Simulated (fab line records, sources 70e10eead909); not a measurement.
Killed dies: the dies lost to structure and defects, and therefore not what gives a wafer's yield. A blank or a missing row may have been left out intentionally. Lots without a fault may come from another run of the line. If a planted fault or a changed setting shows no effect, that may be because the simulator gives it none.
fab line records	flow nandHarc
record lots=13	wafers=39	lastDay=32
route steps=1302 shown THIN_TSV@1265 END@1302
lots untouched by any fault: they come from a run of this same line in which no faults occurred
startH: hours from the record's first day to the start of the lot's first wafer shown	waitH: hours from the lot's prior step to this one	" the same as in the row above	L1.1+2: several wafers, shown together as one row	- no value, or no start given	* or withheld: withheld	< > ~ a bound
route shown NAME@n: NAME is a module with steps in the file, n the number in the route of the first one	usual: mean/standard deviation taken from wafers without a fault	same: alike in all rows	chamber/n: place in a boat	sites: the reading at each site	_std_site: the standard deviation of these	_edge_site: inner sites' mean taken away from outer sites' mean	radiusMm: how far each site lies from the wafer's centre	mask NAME#n: copy n	behind: the tool/chamber that last shaped the wafer	hold: what put the lot on hold/how long, in hours/how the hold closed	device: names the non-switching transistor (n, p or np)	end of line: tests run on the same wafers once the route is complete	a step without rows: its recipe alone	killed: not the wafer's yield, but the dies lost to structure and defects at the first sort	map: the dies of a wafer, with x for killed, . for not killed, _ for no die there
set.NAME: the run value of the setting; set.NAME@STEP: its run value at that earlier step	model.NAME: the simulator's own value behind a step, which no gauge read
the route's steps for a sample of lots (tables are steps, rows are wafers)
services: from which hour (startH, from the record's first day; less than 0 if before it) a tool's chamber was out of use, for how many hours, and why
## steps
# step NHARC_THIN_TSV_STRIP_45
# recipe powerW=1500	tempC=250	chemistry=O2
# usual drypumpMotorCurrentA=5.38/0.1	heaterPowerW=353/22
lot.wafer	tool	chamber	startH	waitH	drypumpMotorCurrentA	heaterPowerW	rfHoursCounterH
L649.1	plasmaAsher-01	1	556.51	0.1	5.18	310	6
L649.4	"	0	"	"	5.34	368	-
L649.5	"	1	"	"	5.21	308	-
L652.4	plasmaAsher-02	1	574.10	0.2	5.52	360	-
L652.5	"	0	"	"	5.43	371	-
L652.6	"	1	"	"	5.47	359	-
L650.1	plasmaAsher-02	0	575.17	0.1	5.40	375	27
L650.3	"	0	"	"	5.42	371	-
L650.5	"	1	"	"	5.47	356	-
L660.1	plasmaAsher-01	0	665.30	0.1	5.33	373	26
L660.2	"	1	"	"	5.20	302	26
L660.6	"	1	"	"	5.21	313	-
L661.2	plasmaAsher-01	0	678.69	0.1	5.36	366	29
L661.1	"	1	"	"	5.19	313	29
L661.3	"	1	"	"	5.22	306	-
L663.2	plasmaAsher-02	0	690.26	0.2	5.46	362	20
L663.4	"	1	"	"	5.48	366	-
L663.5	"	1	"	"	5.46	369	-
L665.1	plasmaAsher-02	0	691.49	0.1	5.39	354	20
L665.3	"	1	"	"	5.49	360	-
L665.5	"	1	"	"	5.49	363	-
L664.1	plasmaAsher-02	0	696.68	0.1	5.42	361	21
L664.5	"	1	"	"	5.50	369	-
L664.6	"	0	"	"	5.43	358	-
L662.2	plasmaAsher-02	1	700.87	0.1	5.47	363	24
L662.1	"	0	"	"	5.43	357	24
L662.3	"	0	"	"	5.42	357	-
L667.1	plasmaAsher-02	0	726.76	0.1	5.41	369	30
L667.4	"	0	"	"	5.44	357	-
L667.3	"	1	"	"	5.44	361	-
L669.3	plasmaAsher-02	0	747.89	0.2	5.44	365	-
L669.4	"	1	"	"	5.49	366	-
L669.5	"	1	"	"	5.50	369	-
L668.2	plasmaAsher-01	0	748.75	0.1	5.34	349	8
L668.4	"	0	"	"	5.34	348	-
L668.6	"	1	"	"	5.20	319	-
L670.1	plasmaAsher-02	1	757.99	0.1	5.47	363	35
L670.4	"	0	"	"	5.38	355	-
L670.5	"	1	"	"	5.47	376	-
# step NHARC_THIN_TSV_ETCHBACK_48
# recipe targetDepthA=10285	overEtchFrac=0.3	timeS=405.17	ionEnergyEv=250	c4f8FlowSccm=withheld	arFlowSccm=withheld	rfW=600	biasW=300	chemistry=C4F8/Ar
# usual oesProductAu=0.95/0.033	rfVppV=548/3.6
# same overEtchFrac=0.3
lot.wafer	tool	chamber	startH	waitH	oesProductAu	rfHoursCounterH	rfVppV
L649.1	rieDiel-02	3	557.70	-	0.93	9.1	543
L649.4	"	3	"	"	0.92	-	543
L649.5	"	2	"	"	0.91	-	548
L652.4	rieDiel-12	3	575.15	-	0.92	5.9	553
L652.5	"	3	"	"	0.92	-	554
L652.6	"	0	"	"	0.91	-	542
L650.3	rieDiel-10	3	576.32	-	0.93	8.4	549
L650.1	"	1	"	"	0.92	6.5	544
L650.5	"	0	"	"	0.92	-	551
L660.2	rieDiel-12	2	666.50	-	0.99	2.1	551
L660.1	"	3	"	"	0.99	1.9	551
L660.6	"	2	"	"	0.99	-	553
L661.1	rieDiel-10	3	679.93	-	0.95	4.0	551
L661.2	"	0	"	"	0.94	2.5	550
L661.3	"	1	"	"	0.93	3.5	543
L663.2	rieDiel-10	0	691.53	-	0.93	2.7	550
L663.4	"	3	"	"	0.95	-	550
L663.5	"	0	"	"	0.92	-	550
L665.1	rieDiel-02	1	692.64	-	0.90	6.6	546
L665.3	"	3	"	"	0.93	6.0	545
L665.5	"	2	"	"	0.91	-	548
L664.1	rieDiel-10	2	697.83	-	0.94	5.0	547
L664.5	"	2	"	"	0.93	-	547
L664.6	"	0	"	"	0.93	-	551
L662.2	rieDiel-10	2	702.11	-	0.94	5.9	548
L662.3	"	3	"	"	0.94	5.9	551
L662.1	"	0	"	"	0.91	4.1	549
L667.4	rieDiel-12	3	727.99	-	0.99	4.5	553
L667.1	"	0	"	"	1.00	4.1	541
L667.3	"	1	"	"	0.98	3.9	552
L669.4	rieDiel-12	0	749.02	-	1.00	4.6	541
L669.3	"	2	"	"	1.00	5.1	552
L669.5	"	0	"	"	1.00	-	541
L668.4	rieDiel-10	3	749.95	-	0.95	7.3	551
L668.2	"	0	"	"	0.92	5.7	549
L668.6	"	2	"	"	0.94	-	547
L670.4	rieDiel-12	0	759.22	-	0.93	4.9	542
L670.1	"	2	"	"	0.92	5.3	552
L670.5	"	3	"	"	0.94	-	552
# step NHARC_THIN_TSV_CD_MEAS_37
# usual cdNm=4999.4/2.7
lot.wafer	tool	chamber	startH	waitH	cdNm
L649.1	cdSem-02	-	562.86	-	5001.0
L649.4	"	-	"	"	4997.2
L649.5	"	-	"	"	4996.4
L652.4	cdSem-01	-	580.26	-	5006.9
L652.5	"	-	"	"	5001.3
L652.6	"	-	"	"	5004.7
L650.1	cdSem-03	-	581.44	-	5001.9
L650.3	"	-	"	"	4999.4
L650.5	"	-	"	"	5000.7
L660.1	cdSem-01	-	671.51	-	5003.4
L660.2	"	-	"	"	5003.2
L660.6	"	-	"	"	5001.1
L661.1	cdSem-01	-	684.91	-	4998.0
L661.2	"	-	"	"	4998.0
L661.3	"	-	"	"	5000.3
L663.2	cdSem-03	-	696.48	-	4994.0
L663.4	"	-	"	"	4996.6
L663.5	"	-	"	"	4997.8
L665.1	cdSem-02	-	698.00	-	5001.1
L665.3	"	-	"	"	4999.0
L665.5	"	-	"	"	4994.9
L664.1	cdSem-03	-	703.33	-	5001.2
L664.5	"	-	"	"	5003.1
L664.6	"	-	"	"	5001.3
L662.1	cdSem-02	-	707.54	-	4999.8
L662.2	"	-	"	"	4996.4
L662.3	"	-	"	"	4999.1
L667.1	cdSem-03	-	733.08	-	5002.9
L667.3	"	-	"	"	4999.5
L667.4	"	-	"	"	5001.9
L669.3	cdSem-01	-	754.13	-	5000.4
L669.4	"	-	"	"	4995.6
L669.5	"	-	"	"	4996.4
L668.2	cdSem-02	-	755.31	-	5000.8
L668.4	"	-	"	"	5000.8
L668.6	"	-	"	"	5001.8
L670.1	cdSem-03	-	764.30	-	4998.3
L670.4	"	-	"	"	4995.1
L670.5	"	-	"	"	4996.4
# step NHARC_THIN_TSV_ANNEAL_58
# recipe tempC=400	timeS=1800
# usual runLengthS=1832/8.2	spikeTcBottomC=425.1/1.4	zonePowerCentrePct=4.34/0.12
lot.wafer	tool	chamber	startH	waitH	runLengthS	spikeTcBottomC	zonePowerCentrePct
L649.1	furnace-02	0	565.37	2.5	1839	424.8	4.24
L649.4	"	0	"	"	1839	426.4	4.21
L649.5	"	0	"	"	1839	423.2	4.30
L650.1	furnace-06	-	586.71	5.3	-	-	-
L650.3	"	-	"	"	-	-	-
L650.5	"	-	"	"	-	-	-
L652.4	furnace-06	-	586.71	6.4	-	-	-
L652.5	"	-	"	"	-	-	-
L652.6	"	-	"	"	-	-	-
L660.1	furnace-02	0	673.36	1.8	1849	425.6	4.18
L660.2	"	0	"	"	1849	423.0	4.21
L660.6	"	0	"	"	1849	423.4	4.26
L661.1	furnace-06	0	688.06	3.1	1830	424.8	4.51
L661.2	"	0	"	"	1830	425.0	4.50
L661.3	"	0	"	"	1830	425.1	4.50
L663.2	furnace-02	0	701.96	5.5	1850	421.7	4.21
L663.4	"	0	"	"	1850	424.5	4.27
L663.5	"	0	"	"	1850	424.1	4.26
L665.1	furnace-02	0	701.96	4.0	1840	424.4	4.20
L665.3	"	0	"	"	1840	424.3	4.32
L665.5	"	0	"	"	1840	424.6	4.22
L664.1	furnace-05	0	706.58	3.3	1823	427.8	4.28
L664.5	"	0	"	"	1823	425.8	4.27
L664.6	"	0	"	"	1823	426.2	4.24
L662.1	furnace-02	0	710.61	3.1	1837	424.4	4.25
L662.2	"	0	"	"	1837	424.9	4.31
L662.3	"	0	"	"	1837	424.4	4.30
L667.1	furnace-05	0	736.29	3.2	1822	427.1	4.31
L667.3	"	0	"	"	1822	426.5	4.27
L667.4	"	0	"	"	1822	425.7	4.30
L668.2	furnace-05	0	757.33	2.0	1824	424.4	4.29
L668.4	"	0	"	"	1824	426.2	4.28
L668.6	"	0	"	"	1824	427.2	4.28
L669.3	furnace-05	0	757.33	3.2	1828	428.5	4.31
L669.4	"	0	"	"	1828	425.5	4.34
L669.5	"	0	"	"	1828	425.1	4.26
L670.1	furnace-05	0	767.51	3.2	1828	427.3	4.33
L670.4	"	0	"	"	1828	426.2	4.27
L670.5	"	0	"	"	1828	425.7	4.32
# step NHARC_END_SORT_01
# recipe tempC=25
# usual defectLimitedYield=90.9/2.6	killedAtArray=57/18	killedAtOther=0.9/1.3	killedAtPeriphery=3.5/2.2	killedDies=62/18	killedOpen=3.0/1.7	killedShort=2.3/1.5
# same grossDies=677
lot.wafer	tool	chamber	startH	waitH	defectLimitedYield[%]	killedAtArray	killedAtOther	killedAtPeriphery	killedDies	killedOpen	killedShort
L649.1	prober-02	0	569.90	2.5	90.8	50	1	11	62	6	1
L649.4	prober-02	0	572.33	3.4	93.1	42	0	5	47	4	5
L649.5	prober-02	0	573.14	3.7	92.9	40	0	8	48	2	4
L650.1	prober-02	0	591.22	2.5	88.6	74	0	3	77	5	5
L650.3	prober-02	0	592.81	3.1	88.9	71	1	3	75	1	3
L650.5	prober-02	0	594.40	3.7	90.5	61	1	2	64	3	2
L652.4	prober-01	0	593.60	3.4	88.9	72	0	3	75	2	1
L652.5	prober-01	0	594.40	3.7	87.3	80	1	5	86	5	1
L652.6	prober-01	0	595.20	4.0	88.0	78	0	3	81	2	3
L660.1	prober-01	0	677.83	2.5	90.5	56	6	2	64	0	5
L660.2	prober-01	0	678.62	2.8	92.0	52	0	2	54	2	2
L660.6	prober-01	0	681.78	3.9	91.7	54	1	1	56	2	2
L661.1	prober-01	0	692.56	2.5	93.1	42	1	4	47	3	1
L661.2	prober-01	0	693.36	2.8	92.0	48	1	5	54	5	2
L661.3	prober-01	0	694.16	3.1	93.6	40	0	3	43	3	1
L665.1	prober-01	0	706.39	2.4	88.3	78	0	1	79	2	2
L665.3	prober-01	0	707.97	3.0	89.8	67	0	2	69	3	0
L665.5	prober-01	0	709.56	3.7	90.4	63	0	2	65	2	6
L663.2	prober-02	0	707.28	2.8	89.5	64	1	6	71	5	4
L663.4	prober-02	0	708.91	3.4	87.4	82	0	3	85	5	3
L663.5	prober-02	0	709.72	3.8	90.5	55	2	7	64	4	3
L664.1	prober-01	0	714.15	2.5	92.5	46	1	4	51	3	0
L664.5	prober-01	0	717.36	3.7	91.7	50	0	6	56	6	1
L664.6	prober-01	0	718.16	4.0	90.3	59	1	6	66	4	5
L662.1	prober-02	0	715.17	2.5	93.1	44	0	3	47	1	1
L662.2	prober-02	0	715.97	2.8	93.2	42	1	3	46	0	2
L662.3	prober-02	0	716.78	3.1	92.9	44	2	2	48	5	2
L667.1	prober-02	0	740.72	2.4	90.5	62	1	1	64	4	2
L667.3	prober-02	0	742.32	3.1	90.4	62	2	1	65	3	4
L667.4	prober-02	0	743.12	3.4	89.2	69	1	3	73	0	1
L669.3	prober-01	0	763.38	3.1	88.3	75	1	3	79	2	5
L669.4	prober-01	0	764.17	3.3	89.7	66	1	3	70	4	2
L669.5	prober-01	0	764.95	3.6	91.7	53	1	2	56	3	3
L668.2	prober-02	0	765.72	2.7	92.3	46	0	6	52	1	3
L668.4	prober-02	0	767.32	3.4	93.6	41	0	2	43	1	3
L668.6	prober-02	0	768.92	4.0	92.5	46	0	5	51	2	1
L670.1	prober-01	0	771.97	2.5	95.4	29	1	1	31	2	4
L670.4	prober-01	0	774.40	3.4	92.9	43	3	2	48	4	3
L670.5	prober-01	0	775.21	3.7	92.9	42	4	2	48	2	5
# killed by level:class
L649.1 A_SLIT:chamberFilmFlake=24 A_CONTACT:chamberFilmFlake=6 A_CHANNEL_HOLE_D2:chamberFilmFlake=5 P_ZERO_WELL:chamberFilmFlake=3 A_DECK1_JOINT:chamberFilmFlake=3 A_CHANNEL_FILL_D2:chamberFilmFlake=3 P_STI:chamberFilmFlake=2 A_CHANNEL_HOLE_D1:chamberFilmFlake=2
L649.4 A_SLIT:chamberFilmFlake=22 A_CHANNEL_HOLE_D2:chamberFilmFlake=6 A_BLC:geometricParticle:open=2 P_M2:chamberFilmFlake=2 A_CONTACT:chamberFilmFlake=2 P_GATE:geometricParticle:short=1 A_DECK1_JOINT:geometricParticle:short=1 A_ONON_D2:geometricParticle:short=1
L649.5 A_SLIT:chamberFilmFlake=23 P_M2:chamberFilmFlake=4 A_DECK1_JOINT:chamberFilmFlake=4 P_ZERO_WELL:chamberFilmFlake=3 A_CHANNEL_HOLE_D2:chamberFilmFlake=3 A_SGD_CUT:chamberFilmFlake=2 P_CONTACT:geometricParticle:open=1 A_CHANNEL_HOLE_D1:geometricParticle:short=1
L650.1 A_CHANNEL_HOLE_D1:chamberFilmFlake=30 A_SLIT:chamberFilmFlake=20 A_CHANNEL_HOLE_D2:chamberFilmFlake=5 A_BONDPAD:chamberFilmFlake=4 A_CHANNEL_FILL_D2:chamberFilmFlake=2 A_STAIRCASE:chamberFilmFlake=2 A_CONTACT:chamberFilmFlake=2 P_GATE:geometricParticle:open=1
L650.3 A_CHANNEL_HOLE_D1:chamberFilmFlake=32 A_SLIT:chamberFilmFlake=20 A_CHANNEL_HOLE_D2:chamberFilmFlake=5 A_CONTACT:chamberFilmFlake=4 A_CHANNEL_FILL_D2:chamberFilmFlake=3 A_STAIRCASE:chamberFilmFlake=3 P_M0:geometricParticle:open=1 P_M0:geometricParticle:short=1
L652.4 A_CHANNEL_HOLE_D1:chamberFilmFlake=34 A_CHANNEL_HOLE_D2:chamberFilmFlake=26 A_CHANNEL_FILL_D2:chamberFilmFlake=4 A_CONTACT:chamberFilmFlake=4 A_CHANNEL_FILL_D2:geometricParticle:short=1 A_CHANNEL_FILL_D2:geometricParticle:open=1 A_WL_FILL:geometricParticle:open=1 P_ZERO_WELL:chamberFilmFlake=1
L650.5 A_CHANNEL_HOLE_D1:chamberFilmFlake=22 A_SLIT:chamberFilmFlake=18 A_CHANNEL_HOLE_D2:chamberFilmFlake=8 A_CONTACT:chamberFilmFlake=5 A_STAIRCASE:chamberFilmFlake=4 P_GATE:geometricParticle:open=1 A_SOURCE_PLATE:geometricParticle:open=1 A_ONON_D1:geometricParticle:short=1
L652.5 A_CHANNEL_HOLE_D2:chamberFilmFlake=34 A_CHANNEL_HOLE_D1:chamberFilmFlake=33 P_GATE:chamberFilmFlake=3 A_CONTACT:chamberFilmFlake=3 A_CHANNEL_FILL_D2:geometricParticle:open=2 A_CHANNEL_FILL_D2:chamberFilmFlake=2 A_BONDPAD:chamberFilmFlake=2 A_CHANNEL_HOLE_D1:geometricParticle:short=1
L652.6 A_CHANNEL_HOLE_D1:chamberFilmFlake=33 A_CHANNEL_HOLE_D2:chamberFilmFlake=33 A_CONTACT:chamberFilmFlake=3 P_GATE:chamberFilmFlake=2 A_CHANNEL_FILL_D2:chamberFilmFlake=2 P_CONTACT:geometricParticle:open=1 A_DECK1_JOINT:geometricParticle:short=1 A_CHANNEL_FILL_D2:geometricParticle:short=1
L660.1 A_SLIT:chamberFilmFlake=24 A_CHANNEL_HOLE_D1:chamberFilmFlake=11 A_CONTACT:chamberFilmFlake=8 THIN_TSV:chamberFilmFlake=6 A_DECK1_JOINT:chamberFilmFlake=4 A_WL_FILL:chamberFilmFlake=2 A_SOURCE_PLATE:geometricParticle:short=1 A_DECK1_JOINT:geometricParticle:short=1
L660.2 A_SLIT:chamberFilmFlake=32 A_CONTACT:chamberFilmFlake=7 A_CHANNEL_HOLE_D1:chamberFilmFlake=4 A_STAIRCASE:chamberFilmFlake=2 A_WL_FILL:chamberFilmFlake=2 P_M2:geometricParticle:open=1 A_CHANNEL_FILL_D1:geometricParticle:short=1 A_CHANNEL_FILL_D2:geometricParticle:open=1
L660.6 A_SLIT:chamberFilmFlake=34 A_CHANNEL_HOLE_D1:chamberFilmFlake=6 A_CONTACT:chamberFilmFlake=5 A_CHANNEL_HOLE_D2:chamberFilmFlake=2 A_DECK1_JOINT:geometricParticle:short=1 A_CHANNEL_FILL_D2:geometricParticle:open=1 A_SGD_CUT:geometricParticle:short=1 A_M0:geometricParticle:open=1
L661.1 A_SLIT:chamberFilmFlake=29 A_CHANNEL_HOLE_D1:chamberFilmFlake=8 P_ZERO_WELL:chamberFilmFlake=3 P_CONTACT:geometricParticle:open=1 A_ONON_D2:geometricParticle:open=1 A_BLC:geometricParticle:open=1 A_M1:geometricParticle:short=1 A_DECK1_JOINT:chamberFilmFlake=1
L661.2 A_SLIT:chamberFilmFlake=32 A_CHANNEL_HOLE_D1:chamberFilmFlake=5 P_STI:chamberFilmFlake=3 A_SGD_CUT:geometricParticle:open=2 A_M0:geometricParticle:open=2 P_ZERO_WELL:chamberFilmFlake=2 A_CHANNEL_HOLE_D1:geometricParticle:open=1 A_CHANNEL_FILL_D1:geometricParticle:short=1
L661.3 A_SLIT:chamberFilmFlake=19 A_CHANNEL_HOLE_D1:chamberFilmFlake=9 A_CONTACT:chamberFilmFlake=5 A_STAIRCASE:chamberFilmFlake=3 P_STI:chamberFilmFlake=2 P_M2:geometricParticle:open=1 A_ONON_D1:geometricParticle:open=1 A_STAIRCASE:geometricParticle:open=1
L665.1 A_CHANNEL_HOLE_D1:chamberFilmFlake=41 A_CHANNEL_HOLE_D2:chamberFilmFlake=22 A_CHANNEL_FILL_D1:geometricParticle:short=2 A_SLIT:chamberFilmFlake=2 A_STAIRCASE:chamberFilmFlake=2 A_CONTACT:chamberFilmFlake=2 A_BLC:chamberFilmFlake=2 A_CHANNEL_FILL_D1:geometricParticle:open=1
L663.2 A_SLIT:chamberFilmFlake=21 A_CHANNEL_HOLE_D2:chamberFilmFlake=14 A_CHANNEL_HOLE_D1:chamberFilmFlake=8 A_STAIRCASE:chamberFilmFlake=5 P_GATE:chamberFilmFlake=3 A_BLC:chamberFilmFlake=3 P_M0:geometricParticle:open=2 A_DECK1_JOINT:chamberFilmFlake=2
L665.3 A_CHANNEL_HOLE_D1:chamberFilmFlake=37 A_CHANNEL_HOLE_D2:chamberFilmFlake=16 A_DECK1_JOINT:chamberFilmFlake=4 A_CONTACT:chamberFilmFlake=3 A_ZERO_WELL:chamberFilmFlake=2 A_SLIT:chamberFilmFlake=2 P_M2:geometricParticle:open=1 P_BONDPAD:geometricParticle:open=1
L663.4 A_SLIT:chamberFilmFlake=33 A_CHANNEL_HOLE_D2:chamberFilmFlake=20 A_CHANNEL_HOLE_D1:chamberFilmFlake=7 A_SGD_CUT:chamberFilmFlake=4 A_CHANNEL_FILL_D2:chamberFilmFlake=3 A_STAIRCASE:chamberFilmFlake=3 A_BLC:chamberFilmFlake=3 A_M0:geometricParticle:open=2
L665.5 A_CHANNEL_HOLE_D1:chamberFilmFlake=29 A_CHANNEL_HOLE_D2:chamberFilmFlake=18 A_SLIT:chamberFilmFlake=3 A_CONTACT:chamberFilmFlake=3 A_ONON_D2:geometricParticle:short=2 A_DECK1_JOINT:geometricParticle:short=1 A_ONON_D2:geometricParticle:open=1 A_CHANNEL_FILL_D2:geometricParticle:open=1
L663.5 A_SLIT:chamberFilmFlake=28 A_CHANNEL_HOLE_D2:chamberFilmFlake=7 A_STAIRCASE:chamberFilmFlake=5 A_CHANNEL_HOLE_D1:chamberFilmFlake=3 A_CONTACT:chamberFilmFlake=3 A_CHANNEL_FILL_D2:geometricParticle:short=2 P_GATE:chamberFilmFlake=2 P_M0:chamberFilmFlake=2
L664.1 A_CHANNEL_HOLE_D2:chamberFilmFlake=22 A_SLIT:chamberFilmFlake=15 A_STAIRCASE:chamberFilmFlake=3 A_CONTACT:chamberFilmFlake=3 P_GATE:chamberFilmFlake=2 P_CONTACT:geometricParticle:open=1 A_SOURCE_PLATE:geometricParticle:open=1 A_SGD_CUT:geometricParticle:open=1
L662.1 A_CHANNEL_HOLE_D1:chamberFilmFlake=34 A_SGD_CUT:chamberFilmFlake=4 P_GATE:chamberFilmFlake=2 A_DECK1_JOINT:chamberFilmFlake=2 A_SGD_CUT:geometricParticle:open=1 A_M0:geometricParticle:short=1 P_ZERO_WELL:chamberFilmFlake=1 A_ZERO_WELL:chamberFilmFlake=1
L662.2 A_CHANNEL_HOLE_D1:chamberFilmFlake=28 A_SGD_CUT:chamberFilmFlake=5 A_DECK1_JOINT:chamberFilmFlake=3 A_SLIT:chamberFilmFlake=2 A_SOURCE_PLATE:geometricParticle:short=1 A_M1:geometricParticle:short=1 P_ZERO_WELL:chamberFilmFlake=1 P_GATE:chamberFilmFlake=1
L662.3 A_CHANNEL_HOLE_D1:chamberFilmFlake=29 A_DECK1_JOINT:chamberFilmFlake=3 A_SGD_CUT:chamberFilmFlake=3 A_SLIT:chamberFilmFlake=2 THIN_TSV:chamberFilmFlake=2 P_CONTACT:geometricParticle:open=1 P_M1:geometricParticle:short=1 A_CHANNEL_FILL_D1:geometricParticle:open=1
L664.5 A_SLIT:chamberFilmFlake=22 A_CHANNEL_HOLE_D2:chamberFilmFlake=11 A_CHANNEL_HOLE_D1:chamberFilmFlake=5 A_CONTACT:chamberFilmFlake=5 P_GATE:chamberFilmFlake=3 P_CONTACT:geometricParticle:open=2 A_ONON_D1:geometricParticle:open=1 A_CHANNEL_FILL_D1:geometricParticle:short=1
L664.6 A_SLIT:chamberFilmFlake=24 A_CHANNEL_HOLE_D2:chamberFilmFlake=18 A_CONTACT:chamberFilmFlake=5 A_CHANNEL_HOLE_D1:chamberFilmFlake=4 P_GATE:chamberFilmFlake=3 P_GATE:geometricParticle:open=1 P_M0:geometricParticle:open=1 A_ONON_D1:geometricParticle:short=1
L667.1 A_CHANNEL_HOLE_D1:chamberFilmFlake=22 A_CHANNEL_HOLE_D2:chamberFilmFlake=21 A_M1:chamberFilmFlake=5 A_STAIRCASE:chamberFilmFlake=4 A_SLIT:chamberFilmFlake=3 A_CHANNEL_FILL_D1:geometricParticle:short=1 A_ONON_D2:geometricParticle:open=1 A_BLC:geometricParticle:open=1
L667.3 A_CHANNEL_HOLE_D1:chamberFilmFlake=25 A_CHANNEL_HOLE_D2:chamberFilmFlake=19 A_M1:chamberFilmFlake=4 A_CHANNEL_FILL_D1:geometricParticle:open=2 A_WL_FILL:geometricParticle:short=2 A_SLIT:chamberFilmFlake=2 A_STAIRCASE:chamberFilmFlake=2 A_CONTACT:chamberFilmFlake=2
L667.4 A_CHANNEL_HOLE_D1:chamberFilmFlake=34 A_CHANNEL_HOLE_D2:chamberFilmFlake=19 A_STAIRCASE:chamberFilmFlake=5 A_M1:chamberFilmFlake=4 A_SLIT:chamberFilmFlake=3 P_ZERO_WELL:chamberFilmFlake=2 A_CONTACT:chamberFilmFlake=2 P_M0:geometricParticle:short=1
L669.3 A_CHANNEL_HOLE_D2:chamberFilmFlake=29 A_CHANNEL_HOLE_D1:chamberFilmFlake=13 A_STAIRCASE:chamberFilmFlake=8 A_CONTACT:chamberFilmFlake=6 A_SLIT:chamberFilmFlake=5 A_M1:chamberFilmFlake=3 A_CHANNEL_FILL_D1:chamberFilmFlake=2 A_DECK1_JOINT:chamberFilmFlake=2
L669.4 A_CHANNEL_HOLE_D2:chamberFilmFlake=21 A_CHANNEL_HOLE_D1:chamberFilmFlake=10 A_SLIT:chamberFilmFlake=10 A_STAIRCASE:chamberFilmFlake=9 A_CONTACT:chamberFilmFlake=7 A_CHANNEL_FILL_D1:chamberFilmFlake=2 P_M0:geometricParticle:open=1 A_CHANNEL_FILL_D1:geometricParticle:open=1
L669.5 A_CHANNEL_HOLE_D2:chamberFilmFlake=23 A_CHANNEL_HOLE_D1:chamberFilmFlake=8 A_STAIRCASE:chamberFilmFlake=7 A_SLIT:chamberFilmFlake=7 A_CONTACT:chamberFilmFlake=3 P_M1:geometricParticle:open=1 A_ONON_D2:geometricParticle:short=1 A_CHANNEL_FILL_D2:geometricParticle:short=1
L668.2 A_CHANNEL_HOLE_D1:chamberFilmFlake=18 A_CONTACT:chamberFilmFlake=12 A_STAIRCASE:chamberFilmFlake=5 P_M1:chamberFilmFlake=3 A_SLIT:chamberFilmFlake=3 A_CHANNEL_FILL_D1:chamberFilmFlake=2 A_SGD_CUT:chamberFilmFlake=2 P_CONTACT:geometricParticle:short=1
L668.4 A_CONTACT:chamberFilmFlake=15 A_CHANNEL_HOLE_D1:chamberFilmFlake=9 A_SLIT:chamberFilmFlake=6 A_STAIRCASE:chamberFilmFlake=3 P_M1:chamberFilmFlake=2 A_CHANNEL_FILL_D1:chamberFilmFlake=2 A_ONON_D1:geometricParticle:open=1 A_CHANNEL_FILL_D1:geometricParticle:short=1
L668.6 A_SLIT:chamberFilmFlake=14 A_CHANNEL_HOLE_D1:chamberFilmFlake=13 A_CONTACT:chamberFilmFlake=7 A_BONDPAD:chamberFilmFlake=2 P_GATE:chamberFilmFlake=2 P_M1:chamberFilmFlake=2 A_STAIRCASE:chamberFilmFlake=2 A_SGD_CUT:chamberFilmFlake=2
L670.1 A_CHANNEL_HOLE_D1:chamberFilmFlake=11 A_CONTACT:chamberFilmFlake=4 A_SLIT:chamberFilmFlake=3 A_SGD_CUT:geometricParticle:short=2 A_CHANNEL_HOLE_D2:chamberFilmFlake=2 A_ONON_D1:geometricParticle:open=1 A_ONON_D1:geometricParticle:short=1 A_SGD_CUT:geometricParticle:open=1
L670.4 A_CHANNEL_HOLE_D1:chamberFilmFlake=20 A_SLIT:chamberFilmFlake=9 A_CONTACT:chamberFilmFlake=6 THIN_TSV:chamberFilmFlake=3 A_M1:chamberFilmFlake=2 P_GATE:geometricParticle:short=1 P_GATE:geometricParticle:open=1 A_ONON_D1:geometricParticle:short=1
L670.5 A_CHANNEL_HOLE_D1:chamberFilmFlake=15 A_SLIT:chamberFilmFlake=9 A_CONTACT:chamberFilmFlake=4 A_M1:chamberFilmFlake=3 THIN_TSV:chamberFilmFlake=3 A_STAIRCASE:chamberFilmFlake=2 P_M2:geometricParticle:short=1 A_SOURCE_PLATE:geometricParticle:short=1
## services
tool	chamber	startH	hours	kind
rieDiel-02	1	554.78	3.2	repair
furnace-02	-	567.68	26.0	pm
rieDiel-02	2	568.63	9.9	repair
rieDiel-02	-	570.70	9.0	pm
rieDiel-10	-	596.59	9.0	pm
rieDiel-12	2	599.80	17.9	repair
plasmaAsher-02	-	603.61	9.0	pm
plasmaAsher-02	0	603.61	9.0	ventCycle
rieDiel-02	2	610.96	14.5	repair
rieDiel-12	-	622.44	9.0	pm
rieDiel-10	0	626.01	6.2	repair
plasmaAsher-01	-	627.72	12.0	repair
rieDiel-10	0	640.78	8.6	repair
rieDiel-02	-	645.04	0.2	repair
furnace-06	-	656.66	26.0	pm
rieDiel-02	-	659.07	0.2	repair
rieDiel-12	1	673.73	1.6	repair
plasmaAsher-02	-	678.26	3.1	repair
rieDiel-10	1	682.60	15.9	repair
rieDiel-12	1	692.43	2.5	repair
plasmaAsher-01	-	696.00	9.0	pm
furnace-06	-	701.83	1.0	repair
rieDiel-12	3	721.02	4.3	repair
rieDiel-02	-	747.70	9.0	pm
## key
firstSign step=NHARC_THIN_TSV_ANNEAL_58	reading=toolRecord	direction=missing
effect none on later readings
metAt NHARC_THIN_TSV_ANNEAL_58
struckLots L650,L652
notActingAt NHARC_THIN_TSV_STRIP_45,NHARC_THIN_TSV_ETCHBACK_48,NHARC_THIN_TSV_CD_MEAS_37
fault kind=skippedStepWhole	tool=furnace-06	chamber=-	onsetH=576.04	steps=NHARC_THIN_TSV_ANNEAL_58	scope=struckLotsOnly
